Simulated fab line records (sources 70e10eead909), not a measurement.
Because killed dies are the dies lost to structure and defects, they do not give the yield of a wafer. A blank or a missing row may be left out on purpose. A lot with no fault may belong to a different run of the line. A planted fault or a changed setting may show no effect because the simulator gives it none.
Chamber matching :: flow nand-harc :: rie-diel-02 running NHARC_P_GATE_DESCUM_48: 4 sister chambers
The step chemistry O2, time 3 s. 8 wafers are shown with their chamber, then 7 later ones without.

## WAFERS, EACH WITH ITS CHAMBER
wafer: L548.5
chamber: 0
drypump-motor-current-A (A): 5.2
showerhead-plenum-p-Torr (Torr): 2.01

wafer: L552.3
chamber: 1
drypump-motor-current-A (A): 5.7
showerhead-plenum-p-Torr (Torr): 1.94

wafer: L552.4
chamber: 2
drypump-motor-current-A (A): 4.9
showerhead-plenum-p-Torr (Torr): 2.00

wafer: L562.2
chamber: 3
drypump-motor-current-A (A): 5.3
showerhead-plenum-p-Torr (Torr): 1.99

wafer: L562.3
chamber: 1
drypump-motor-current-A (A): 5.7
showerhead-plenum-p-Torr (Torr): 1.94

wafer: L562.5
chamber: 3
drypump-motor-current-A (A): 5.3
showerhead-plenum-p-Torr (Torr): 1.99

wafer: L566.2
chamber: 0
drypump-motor-current-A (A): 5.3
showerhead-plenum-p-Torr (Torr): 2.00

wafer: L566.4
chamber: 2
drypump-motor-current-A (A): 4.9
showerhead-plenum-p-Torr (Torr): 2.00

## WAFERS WITHOUT THEIR CHAMBER
wafer: L566.5
drypump-motor-current-A (A): 4.9
showerhead-plenum-p-Torr (Torr): 2.00

wafer: L567.3
drypump-motor-current-A (A): 5.3
showerhead-plenum-p-Torr (Torr): 2.00

wafer: L567.4
drypump-motor-current-A (A): 5.7
showerhead-plenum-p-Torr (Torr): 1.94

wafer: L567.6
drypump-motor-current-A (A): 5.7
showerhead-plenum-p-Torr (Torr): 1.94

wafer: L568.3
drypump-motor-current-A (A): 5.7
showerhead-plenum-p-Torr (Torr): 1.94

wafer: L568.5
drypump-motor-current-A (A): 5.7
showerhead-plenum-p-Torr (Torr): 1.94

wafer: L568.6
drypump-motor-current-A (A): 5.2
showerhead-plenum-p-Torr (Torr): 2.00

## WHICH CHAMBER EACH WENT THROUGH
wafer: L566.5
from the rows above: 2
in truth: 2

wafer: L567.3
from the rows above: can't be placed: 0 or 3
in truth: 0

wafer: L567.4
from the rows above: 1
in truth: 1

wafer: L567.6
from the rows above: 1
in truth: 1

wafer: L568.3
from the rows above: 1
in truth: 1

wafer: L568.5
from the rows above: 1
in truth: 1

wafer: L568.6
from the rows above: 0
in truth: 0
Placed correctly: 6 of 7. Cannot be placed on the basis of these rows: 1; the candidates contain the true chamber in 1. 0 placed wrongly.
How it was worked out, from the rows above alone: a wafer's distance from a chamber is the root of the sum, over the readings, of the square of ((its reading less the chamber's mean) divided by the reading's scatter). If the next closest chamber is less than 2 further off than the closest, the wafer can't be placed; otherwise it belongs to the closest. For every chamber, the mean is computed from those of its wafers that are shown. The scatter: take each reading less its chamber's mean, square it, sum over the shown wafers, divide by the number of wafers less the number of chambers, and take the root.
